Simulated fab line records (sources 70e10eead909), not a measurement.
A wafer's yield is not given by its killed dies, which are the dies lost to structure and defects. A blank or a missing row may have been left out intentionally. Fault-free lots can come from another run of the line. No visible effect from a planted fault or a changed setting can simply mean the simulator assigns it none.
fab line records	flow nand-harc
[record] lots = 5	wafers = 15	last-day = 24
route steps=1159 shown P_M1@313 P_M2@318
lots with no fault: from the same line, run without faults
start-h: the number of hours between the record's first day and the start of the first shown wafer of the lot	wait-h: time in hours since the lot's previous step	" repeats the value in the row above	L1.1+2: a single row standing in for several wafers	- value missing, or start not given	* or withheld: withheld	< > ~ a bound
route shown NAME@n: NAME is a module with steps in the file, n the number in the route of the first one	usual: mean/standard deviation of fault-free wafers	same: alike in all rows	chamber/n: place in a boat	sites: readings site by site	_std_site: how widely they spread, as a standard deviation	_edge_site: the outer-site mean with the inner-site mean subtracted	radius-mm: for every site, how far away it sits from the centre of the wafer	mask NAME#n: copy n	behind: the most recent tool/chamber to have shaped the wafer	hold: why the lot was held/for how many hours/how that ended	device: the n, p or np transistor that did not switch	end of line: the tests these same wafers got at the end of their route	where a step has no rows: the recipe by itself	killed: dies lost to structure and defects at the first sort, not the wafer's yield	map: dies across one wafer; x = killed, . = not, _ = none there
set.NAME: the setting the step ran with; set.NAME@STEP: the setting that earlier step ran with	model.NAME: the simulator's own value behind a step, which no gauge read
lots at selected steps of the route; one table per step, one row per wafer
services: a tool's chamber out of use, with start hour (start-h, from the record's first day; less than 0 if before it), hours out, and reason
[[steps]]
[step NHARC_P_M1_SRD_25]
[step NHARC_P_M1_INSPECT_27]
[usual] raw-defect-count = 306/110
lot.wafer	tool	chamber	start-h	wait-h	raw-defect-count
L291.2	defect-inspect-01	-	131.54	0.0	608
L291.4	"	-	"	"	385
L291.5	"	-	"	"	520
L296.2	defect-inspect-01	-	154.36	0.0	361
L296.3	"	-	"	"	277
L296.5	"	-	"	"	213
L299.1	defect-inspect-01	-	173.93	0.1	231
L299.2	"	-	"	"	194
L299.5	"	-	"	"	200
L308.1	defect-inspect-01	-	226.17	0.0	201
L308.2	"	-	"	"	247
L308.6	"	-	"	"	186
L313.2	defect-inspect-02	-	254.19	0.0	162
L313.4	"	-	"	"	133
L313.6	"	-	"	"	213
[step NHARC_P_M1_PRE_CLEAN_32]
[recipe] time-s = 12	temp-c = 370	rf-power-w = 300	gas = NH3
[usual] heater-power-w = 642/67	susceptor-temp-C = 370.01/0.22
lot.wafer	tool	chamber	start-h	wait-h	heater-power-w	susceptor-temp-C
L291.2	pecvd-04	2	131.60	0.1	731	370.27
L291.5	"	2	"	"	745	369.99
L291.4	"	1	"	"	684	370.06
L296.3	pecvd-01	1	154.45	0.1	562	369.93
L296.2	"	2	"	"	609	369.79
L296.5	"	2	"	"	611	369.61
L299.1	pecvd-03	1	174.00	0.1	626	369.97
L299.2	"	0	"	"	656	370.30
L299.5	"	0	"	"	639	370.12
L308.1	pecvd-03	0	226.50	0.3	651	369.82
L308.2	"	1	"	"	620	370.02
L308.6	"	0	"	"	645	370.10
L313.2	pecvd-04	1	254.28	0.1	763	369.98
L313.6	"	2	"	"	756	369.51
L313.4	"	0	"	"	700	370.05
[step NHARC_P_M1_DEP_33]
[recipe] target-thk-a = 300	temp-c = 370	target-thk-nm = 30	pressure-torr = 3	flow-sccm = 200	rf-w = 450	material = SiCN
[usual] heater-power-w = 591/65	susceptor-temp-C = 370.00/0.23
lot.wafer	tool	chamber	start-h	wait-h	heater-power-w	susceptor-temp-C
L291.2	pecvd-04	2	131.68	0.1	642	370.12
L291.5	"	2	"	"	640	370.10
L291.4	"	1	"	"	627	369.78
L296.3	pecvd-01	1	154.56	0.1	520	369.93
L296.2	"	2	"	"	660	370.00
L296.5	"	2	"	"	664	369.91
L299.1	pecvd-03	1	174.08	0.1	541	370.19
L299.2	"	0	"	"	591	370.13
L299.5	"	0	"	"	586	369.80
L308.1	pecvd-03	0	226.58	0.1	598	369.76
L308.2	"	1	"	"	511	370.29
L308.6	"	0	"	"	602	369.67
L313.2	pecvd-04	1	254.42	0.1	712	370.36
L313.6	"	2	"	"	598	369.98
L313.4	"	0	"	"	620	369.82
[step NHARC_P_M2_DEP_00]
[recipe] target-thk-a = 1825	target-thk-nm = 182.5	temp-c = withheld	pressure-torr = 5	flow-sccm = 200	rf-w = 600	material = SiOC
[step NHARC_P_M2_DEHYDRATE_01]
[recipe] temp-c = 150	time-s = 120
[step NHARC_P_M2_HMDS_02]
[recipe] time-s = 30
[step NHARC_P_M2_COAT_34]
[recipe] temp-c = 200	time-s = 65
[step NHARC_P_M2_COAT_03]
[recipe] spin-rpm = 1500	resist-thk-nm = 90
[step NHARC_P_M2_SOFTBAKE_04]
[recipe] temp-c = 105	time-s = 55
[step NHARC_P_M2_EBR_05]
[step NHARC_P_M2_EXPOSE_06]
[recipe] na = 1.35	target-cd-nm = 170	dose-mj = 80.78	mask-id = P_M2
lot.wafer	tool	chamber	start-h	wait-h	mask
L291.2+4+5	arfi-scanner-03	0	132.80	-	P_M2#0
L296.2+3+5	arfi-scanner-02	0	155.63	-	P_M2#0
L299.1+2+5	arfi-scanner-02	0	175.09	-	P_M2#0
L308.1+2+6	arfi-scanner-01	0	227.69	-	P_M2#0
L313.2+4+6	arfi-scanner-03	0	255.43	-	P_M2#0
[step NHARC_P_M2_PEB_07]
[recipe] peb-temp-c = 100	peb-time-s = 65
[step NHARC_P_M2_DEVELOP_08]
[recipe] develop-time-s = 35	dev-temp-c = 23
[step NHARC_P_M2_CD_MEAS_09]
[recipe] target-cd-nm = 170	landing-energy-ev = 500
[usual] cd-nm = 170.0/0.58
lot.wafer	tool	chamber	start-h	wait-h	cd-nm
L291.2	cd-sem-02	0	132.93	-	170.2
L291.4	"	0	"	"	170.4
L291.5	"	0	"	"	170.5
L296.2	cd-sem-03	0	155.77	-	170.4
L296.3	"	0	"	"	170.0
L296.5	"	0	"	"	170.9
L299.1	cd-sem-03	0	175.23	-	172.5
L299.2	"	0	"	"	172.3
L299.5	"	0	"	"	179.2
L308.1	cd-sem-02	0	227.83	-	169.9
L308.2	"	0	"	"	169.8
L308.6	"	0	"	"	170.2
L313.2	cd-sem-01	0	255.56	-	169.4
L313.4	"	0	"	"	168.5
L313.6	"	0	"	"	169.5
[step NHARC_P_M2_OVL_MEAS_10]
[recipe] pitch-nm = 340
[usual] overlay-x-nm = -0.4/0.84	overlay-y-nm = 0.1/0.98
lot.wafer	tool	chamber	start-h	wait-h	overlay-x-nm	overlay-y-nm
L291.2	overlay-02	-	133.02	-	-0.5	-0.3
L291.4	"	-	"	"	-0.5	-1.1
L291.5	"	-	"	"	-0.4	-0.2
L296.2	overlay-01	-	155.86	-	-0.2	-0.4
L296.3	"	-	"	"	0.0	0.3
L296.5	"	-	"	"	0.2	-0.1
L299.1	overlay-02	-	175.32	-	-1.4	1.1
L299.2	"	-	"	"	-1.0	0.3
L299.5	"	-	"	"	-1.0	0.8
L308.1	overlay-02	-	227.92	-	-1.7	0.4
L308.2	"	-	"	"	-1.2	-0.1
L308.6	"	-	"	"	-1.4	0.1
L313.2	overlay-01	-	255.65	-	0.5	0.8
L313.4	"	-	"	"	0.6	0.6
L313.6	"	-	"	"	1.1	0.2
[step NHARC_P_M2_INSPECT_11]
[usual] raw-defect-count = 4.0/2
lot.wafer	tool	chamber	start-h	wait-h	raw-defect-count
L291.2	defect-inspect-01	-	133.06	0.0	3
L291.4	"	-	"	"	2
L291.5	"	-	"	"	3
L296.2	defect-inspect-02	-	155.90	0.0	2
L296.3	"	-	"	"	3
L296.5	"	-	"	"	4
L299.1	defect-inspect-02	-	175.35	0.0	2
L299.2	"	-	"	"	6
L299.5	"	-	"	"	2
L308.1	defect-inspect-02	-	227.96	0.0	4
L308.2	"	-	"	"	4
L308.6	"	-	"	"	2
L313.2	defect-inspect-01	-	255.69	0.0	5
L313.4	"	-	"	"	4
L313.6	"	-	"	"	3
[step NHARC_P_M2_DESCUM_14]
[recipe] time-s = 3	o2-flow-sccm = 200	ar-flow-sccm = 0	bias-power-w = 0	chemistry = O2
[usual] drypump-motor-current-A = 5.8/0.4	oes-product-au = 0.991/0.0091	rf-vpp-V = 57.9/0.94	showerhead-plenum-p-Torr = 1.91/0.11	throttle-valve-pct = 11.312/0.0082
lot.wafer	tool	chamber	start-h	wait-h	drypump-motor-current-A	oes-product-au	rf-hours-counter-h	rf-vpp-V	showerhead-plenum-p-Torr	throttle-valve-pct	model.P_M2.cd-nm
L291.2	rie-diel-05	1	133.13	0.1	5.7	0.985	46	59.1	1.97	11.316	170.2
L291.4	"	1	"	"	5.7	0.996	-	57.1	1.97	11.309	170.7
L291.5	"	2	"	"	5.5	1.006	-	56.4	1.96	11.307	171.1
L296.3	rie-diel-04	2	155.96	0.1	5.9	0.995	1	56.9	1.79	11.311	170.1
L296.2	"	1	"	"	5.7	0.985	2	58.7	1.95	11.312	170.4
L296.5	"	3	"	"	6.3	0.982	-	57.5	2.06	11.323	170.5
L299.2	rie-diel-04	3	175.41	0.1	6.3	0.993	2	57.4	2.06	11.315	171.5
L299.1	"	1	"	"	5.7	0.980	2	58.7	1.95	11.321	172.3
L299.5	"	0	"	"	5.2	0.991	-	57.1	1.79	11.303	178.8
L308.1	rie-diel-04	2	228.02	0.1	5.9	0.992	4	56.6	1.79	11.314	169.6
L308.2	"	1	"	"	5.8	0.991	4	58.5	1.95	11.327	169.1
L308.6	"	2	"	"	5.9	0.993	-	57.1	1.79	11.318	169.2
L313.2	rie-diel-04	3	255.76	0.1	6.3	0.989	5	58.0	2.06	11.304	168.5
L313.4	"	1	"	"	5.7	0.998	6	57.2	1.95	11.305	168.1
L313.6	"	3	"	"	6.3	0.989	-	58.0	2.06	11.306	168.9
[step NHARC_P_M2_ETCH_35]
[recipe] target-depth-a = 400	overetch-a = 120	time-s = 43.94	ion-energy-ev = 200	n2-flow-sccm = 150	h2-flow-sccm = 150	ar-flow-sccm = 0	rf-w = 400	bias-w = 150	chemistry = N2/H2
[usual] drypump-motor-current-A = 5.8/0.39	n2-flow-sccm = 150.0/0.49	oes-product-au = 0.992/0.0082	rf-vpp-V = 430/3.3	showerhead-plenum-p-Torr = 2.03/0.12	throttle-valve-pct = 14.173/0.0092
lot.wafer	tool	chamber	start-h	wait-h	drypump-motor-current-A	n2-flow-sccm	oes-product-au	rf-hours-counter-h	rf-vpp-V	showerhead-plenum-p-Torr	throttle-valve-pct
L291.2	rie-diel-05	2	133.23	0.1	5.5	150.4	1.007	42	432	2.09	14.165
L291.4	"	0	"	"	5.6	148.9	1.005	-	428	1.97	14.177
L291.5	"	1	"	"	5.7	150.3	0.991	-	433	2.11	14.185
L296.2	rie-diel-04	1	156.04	0.1	5.7	150.0	0.979	2	433	2.08	14.178
L296.3	"	2	"	"	5.9	151.0	0.995	1	427	1.91	14.172
L296.5	"	2	"	"	5.9	150.3	0.999	-	426	1.91	14.168
L299.1	rie-diel-04	0	175.51	0.1	5.2	150.7	1.001	2	426	1.90	14.160
L299.2	"	2	"	"	5.9	149.8	1.005	2	427	1.91	14.166
L299.5	"	0	"	"	5.2	150.1	0.989	-	428	1.90	14.183
L308.1	rie-diel-04	3	228.10	0.1	6.3	149.7	0.984	4	435	2.20	14.164
L308.2	"	2	"	"	5.9	149.9	0.994	4	427	1.91	14.181
L308.6	"	0	"	"	5.3	150.1	1.002	-	426	1.90	14.190
L313.2	rie-diel-04	1	255.83	0.1	5.7	151.0	0.997	6	432	2.08	14.183
L313.4	"	2	"	"	5.9	149.8	1.005	5	427	1.91	14.176
L313.6	"	2	"	"	5.9	149.8	0.999	-	427	1.91	14.189
[step NHARC_P_M2_ETCH_15]
[recipe] target-depth-a = 1825	time-s = 91.2	c4f8-flow-sccm = withheld	ar-flow-sccm = 400	rf-w = 600	bias-w = 300	chemistry = C4F8/Ar
[usual] oes-product-au = 0.949/0.019	rf-vpp-V = 441/3.4
lot.wafer	tool	chamber	start-h	wait-h	oes-product-au	rf-hours-counter-h	rf-vpp-V
L291.2	rie-diel-05	0	-	-	0.939	50	440
L291.4	"	2	"	"	0.933	-	443
L291.5	"	1	"	"	0.909	-	443
L296.3	rie-diel-04	3	-	-	0.949	1	444
L296.2	"	1	"	"	0.968	2	442
L296.5	"	2	"	"	0.951	-	437
L299.2	rie-diel-04	0	-	-	0.935	2	438
L299.1	"	2	"	"	0.954	2	437
L299.5	"	1	"	"	0.950	-	441
L308.2	rie-diel-04	3	-	-	0.940	4	445
L308.1	"	2	"	"	0.952	4	438
L308.6	"	0	"	"	0.964	-	436
L313.4	rie-diel-04	1	-	-	0.986	6	442
L313.2	"	2	"	"	0.965	5	439
L313.6	"	0	"	"	0.978	-	437
[step NHARC_P_M2_CD_MEAS_16]
[usual] cd-nm = 169.5/0.77
lot.wafer	tool	chamber	start-h	wait-h	cd-nm
L291.2	cd-sem-02	-	133.47	-	169.7
L291.4	"	-	"	"	170.7
L291.5	"	-	"	"	170.9
L296.2	cd-sem-02	-	156.26	-	170.0
L296.3	"	-	"	"	169.8
L296.5	"	-	"	"	170.3
L299.1	cd-sem-01	-	175.73	-	172.7
L299.2	"	-	"	"	171.3
L299.5	"	-	"	"	178.9
L308.1	cd-sem-03	-	228.32	-	169.6
L308.2	"	-	"	"	168.8
L308.6	"	-	"	"	169.1
L313.2	cd-sem-02	-	256.05	-	168.2
L313.4	"	-	"	"	167.6
L313.6	"	-	"	"	167.8
[step NHARC_P_M2_STRIP_18]
[recipe] power-w = 1000	n2-flow-sccm = 150	h2-flow-sccm = 150	ar-flow-sccm = 0	bias-w = 0	chemistry = N2/H2
[usual] drypump-motor-current-A = 5.8/0.44	n2-flow-sccm = 150.0/0.47	oes-product-au = 0.993/0.011	rf-vpp-V = 90.7/1.1	showerhead-plenum-p-Torr = 2.04/0.12	throttle-valve-pct = 14.172/0.01
lot.wafer	tool	chamber	start-h	wait-h	drypump-motor-current-A	n2-flow-sccm	oes-product-au	rf-hours-counter-h	rf-vpp-V	showerhead-plenum-p-Torr	throttle-valve-pct
L291.2	rie-diel-04	1	133.56	0.1	5.8	150.1	0.997	1	91.7	2.08	14.167
L291.4	"	2	"	"	5.9	149.4	1.001	1	89.4	1.91	14.159
L291.5	"	0	"	"	5.2	149.3	0.992	-	90.1	1.91	14.189
L296.3	rie-diel-04	1	156.34	0.1	5.8	149.8	0.994	2	93.4	2.08	14.173
L296.2	"	3	"	"	6.3	149.6	0.994	1	92.1	2.20	14.190
L296.5	"	1	"	"	5.8	150.1	0.993	-	89.6	2.08	14.173
L299.2	rie-diel-04	2	175.82	0.1	5.9	149.5	1.001	2	89.5	1.91	14.189
L299.1	"	0	"	"	5.2	150.4	0.991	2	88.7	1.90	14.183
L299.5	"	2	"	"	5.9	149.3	1.004	-	90.9	1.91	14.172
L308.1	rie-diel-04	1	228.40	0.1	5.8	149.6	0.985	4	89.5	2.08	14.172
L308.2	"	2	"	"	5.9	150.0	1.000	4	90.7	1.91	14.162
L308.6	"	2	"	"	5.9	149.7	0.990	-	90.6	1.91	14.177
L313.2	rie-diel-04	1	256.13	0.1	5.7	149.6	0.990	6	91.7	2.08	14.158
L313.4	"	2	"	"	5.9	150.9	1.004	5	89.1	1.91	14.182
L313.6	"	2	"	"	5.9	149.6	1.003	-	89.6	1.91	14.168
[step NHARC_P_M2_ETCH_28]
[recipe] target-depth-a = 300	over-etch-frac = 0.3	time-s = 72.99	ion-energy-ev = 150	cf4-flow-sccm = 50	n2-flow-sccm = 100	ar-flow-sccm = 150	rf-w = 300	bias-w = 100	chemistry = CF4/N2
[usual] drypump-motor-current-A = 5.8/0.43	n2-flow-sccm = 100.00/0.29	oes-product-au = 0.994/0.0093	rf-vpp-V = 314.2/2.6	showerhead-plenum-p-Torr = 2.63/0.14	throttle-valve-pct = 19.794/0.0092
lot.wafer	tool	chamber	start-h	wait-h	drypump-motor-current-A	n2-flow-sccm	oes-product-au	rf-hours-counter-h	rf-vpp-V	showerhead-plenum-p-Torr	throttle-valve-pct	model.P_M2.cd-nm
L291.4	rie-diel-04	1	-	-	5.7	99.57	0.973	1	314.8	2.67	19.804	171.4
L291.2	"	2	"	"	5.9	100.19	0.994	1	311.6	2.47	19.807	170.4
L291.5	"	0	"	"	5.2	99.71	0.990	-	310.4	2.47	19.789	171.2
L296.2	rie-diel-04	1	-	-	5.7	100.61	0.991	2	313.5	2.67	19.806	169.1
L296.3	"	2	"	"	5.9	99.60	0.999	2	311.4	2.47	19.802	170.6
L296.5	"	0	"	"	5.2	99.95	0.996	-	311.6	2.47	19.816	171
L299.2	rie-diel-04	2	-	-	5.9	99.77	1.004	2	310.9	2.47	19.803	171.6
L299.1	"	3	"	"	6.3	100.06	0.995	2	316.3	2.81	19.803	173
L299.5	"	2	"	"	5.9	100.12	1.003	-	312.3	2.47	19.785	179.7
L308.2	rie-diel-04	0	-	-	5.2	99.97	0.993	4	311.4	2.46	19.803	169
L308.1	"	1	"	"	5.7	100.19	0.983	4	314.8	2.67	19.779	170.6
L308.6	"	2	"	"	5.9	99.65	1.006	-	313.1	2.47	19.782	169.9
L313.2	rie-diel-04	0	-	-	5.2	99.82	0.995	6	311.6	2.46	19.791	168.8
L313.4	"	1	"	"	5.8	100.12	1.004	6	315.5	2.67	19.794	168
L313.6	"	3	"	"	6.3	99.64	0.989	-	317.8	2.81	19.797	167.7
[step NHARC_P_M2_STRIP_19]
[recipe] time-s = 600	temp-c = 30	chemistry = post-etch-residue-remover
[[services]]
tool	chamber	start-h	hours	kind
arfi-scanner-01	-	108.69	2.4	repair
pecvd-03	-	111.00	13.0	pm
rie-diel-04	-	111.90	9.0	pm
rie-diel-04	0	111.90	9.0	vent-cycle
rie-diel-04	1	111.90	9.0	vent-cycle
rie-diel-04	2	111.90	9.0	vent-cycle
rie-diel-04	3	111.90	9.0	vent-cycle
pecvd-01	1	113.72	6.4	repair
rie-diel-04	0	120.90	-	clean
rie-diel-05	3	125.60	10.1	repair
arfi-scanner-03	-	140.00	4.0	pm
arfi-scanner-01	-	142.26	0.4	repair
rie-diel-05	-	163.70	9.0	pm
arfi-scanner-01	-	164.09	1.1	repair
rie-diel-04	-	180.16	0.8	repair
pecvd-04	-	195.04	13.0	pm
arfi-scanner-01	-	196.00	4.0	pm
arfi-scanner-03	-	212.20	0.3	repair
pecvd-01	0	215.17	22.3	repair
rie-diel-05	1	223.34	2.1	repair
pecvd-01	-	237.02	13.0	pm
pecvd-03	0	245.96	2.9	repair
rie-diel-04	0	251.43	1.7	repair
arfi-scanner-02	-	256.02	4.0	pm
[[key]]
[first-sign] step = NHARC_P_M2_CD_MEAS_09	reading = cd-nm	direction = up	sigmas = 8	usual = 170.0	struck = 174.7
[effect] step = NHARC_P_M2_CD_MEAS_16	reading = cd-nm	direction = up	sigmas = 6.3	usual = 169.5	struck = 174.3
[model-effect] step = NHARC_P_M2_DESCUM_14	value = P_M2.cd-nm	without = 168.6	struck = 174.2
[model-effect] step = NHARC_P_M2_ETCH_28	value = P_M2.cd-nm	without = 169.1	struck = 174.7
met-at NHARC_P_M2_EXPOSE_06
struck-wafers L299.1,L299.2,L299.5
rows-end L299.1,L299.2,L299.5
onset-between 155.63 175.09
[fault] kind = process-parameter-drift	tool = arfi-scanner-02	chamber = -	onset-h = 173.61	steps = NHARC_P_M2_EXPOSE_06	channel = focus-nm	offset = 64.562	spread-by-wafer = 0.3	shape = step
// rows-end: these wafers met a further fault down the route, and their rows from its step on are left out
